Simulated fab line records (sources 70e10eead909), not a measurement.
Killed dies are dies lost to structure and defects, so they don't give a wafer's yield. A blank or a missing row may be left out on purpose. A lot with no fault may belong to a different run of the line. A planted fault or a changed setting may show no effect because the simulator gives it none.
Chamber matching ; flow nand-harc ; NHARC_A_BLC_CMP_25 on cmp-04: 4 sister chambers
The step polishes, t overpolish 30 s, target thk 150 nm. 14 wafers are shown with their chamber, then 7 later ones without.

== WAFERS WITH THEIR CHAMBER ==
wafer;chamber;motor-current-A (A);overpolish-run-s (s);time-to-endpoint-s (s)
L732.1;0;10.5;29.992;29.8
L732.3;1;11.1;30.001;28.7
L732.5;3;12.5;30.020;29.1
L742.1;1;10.6;29.991;27.8
L742.3;3;12.5;30.013;26.7
L742.5;1;11.0;30.002;28.1
L744.1;2;13.8;29.984;28.6
L744.3;3;11.8;30.002;30.9
L744.6;1;10.7;30.004;31.6
L751.2;0;10.8;29.985;31.2
L751.5;0;10.6;30.000;27.0
L751.6;3;11.7;29.997;27.5
L753.2;2;13.8;30.002;26.6
L753.4;3;12.3;30.018;27.9

SIGNATURES, as means of the wafers listed above
reading;chamber 0;chamber 1;chamber 2;chamber 3;scatter within a chamber
motor-current-A;10.633;10.850;13.800;12.160;0.284
overpolish-run-s;29.99233;29.99950;29.99300;30.01000;0.00884
time-to-endpoint-s;29.333;29.050;27.600;28.420;1.76
Rule: distance of a wafer from a chamber = root of the sum over the readings of ((wafer's reading minus chamber's mean) / reading's scatter) squared. If the next closest chamber is less than 2 further off than the closest, the wafer can't be placed; otherwise it belongs to the closest. The scatter: take each reading less its chamber's mean, square it, sum over the shown wafers, divide by the number of wafers less the number of chambers, and take the root.

== WAFERS WITHOUT THEIR CHAMBER ==
wafer;motor-current-A (A);overpolish-run-s (s);time-to-endpoint-s (s)
L753.6;10.9;29.988;27.2
L754.3;13.5;29.987;28.6
L754.4;12.2;29.998;27.7
L754.6;11.7;30.008;27.7
L755.2;11.3;29.989;30.9
L755.3;12.8;29.990;30.6
L755.5;10.7;29.994;34.4

== CHAMBER TAKEN BY EACH ==
wafer;from the rows above;in truth
L753.6;can't be placed: 0 or 1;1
L754.3;2;2
L754.4;3;3
L754.6;can't be placed: 3 or 1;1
L755.2;can't be placed: 1 or 0 or 3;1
L755.3;can't be placed: 3 or 2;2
L755.5;can't be placed: 0 or 1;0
Correctly placed: 2 of 7. From these rows, 5 cannot be placed; in 5 the true chamber is one of the candidates. 0 placed wrongly.
